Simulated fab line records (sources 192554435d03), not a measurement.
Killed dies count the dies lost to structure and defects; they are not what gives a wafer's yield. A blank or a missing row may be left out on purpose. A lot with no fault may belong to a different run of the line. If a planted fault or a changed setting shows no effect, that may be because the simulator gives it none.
Chamber matching ; flow n5 finfet ; N5_SDB_DESCUM_16 on rie diel-05: 4 sister chambers
The step chemistry O2, time 7.9 s. 4 wafers are shown with their chamber, then 12 later ones without.

## EACH WAFER AND ITS CHAMBER
wafer;chamber;showerhead plenum p Torr (Torr)
L086.2;0;2.22
L087.1;3;2.05
L087.2;2;2.13
L087.3;1;2.17

## WAFERS WHOSE CHAMBER IS MISSING
wafer;showerhead plenum p Torr (Torr)
L088.1;2.22
L088.4;2.05
L088.5;2.13
L090.3;2.17
L090.4;2.22
L090.6;2.13
L092.1;2.17
L092.2;2.22
L092.3;2.05
L097.2;2.04
L097.3;2.17
L097.6;2.12

## WHICH CHAMBER EACH ONE RAN IN
wafer;from the rows above;in truth
L088.1;0;0
L088.4;3;3
L088.5;2;2
L090.3;1;1
L090.4;0;0
L090.6;2;2
L092.1;1;1
L092.2;0;0
L092.3;3;3
L097.2;3;3
L097.3;1;1
L097.6;2;2
Placed correctly: 12 of 12. From these rows, 0 cannot be placed. Number placed wrongly: 0.
How it was worked out, from the rows above alone: a wafer's distance from a chamber is the root of the sum, over the readings, of the square of ((its reading less the chamber's mean) divided by the reading's scatter). If the next closest chamber is less than 2 further off than the closest, the wafer can't be placed; otherwise it belongs to the closest. A chamber's mean is the mean of its shown wafers. The scatter: root of mean squared gap, hidden wafer to nearest shown wafer, with one shown wafer a chamber.
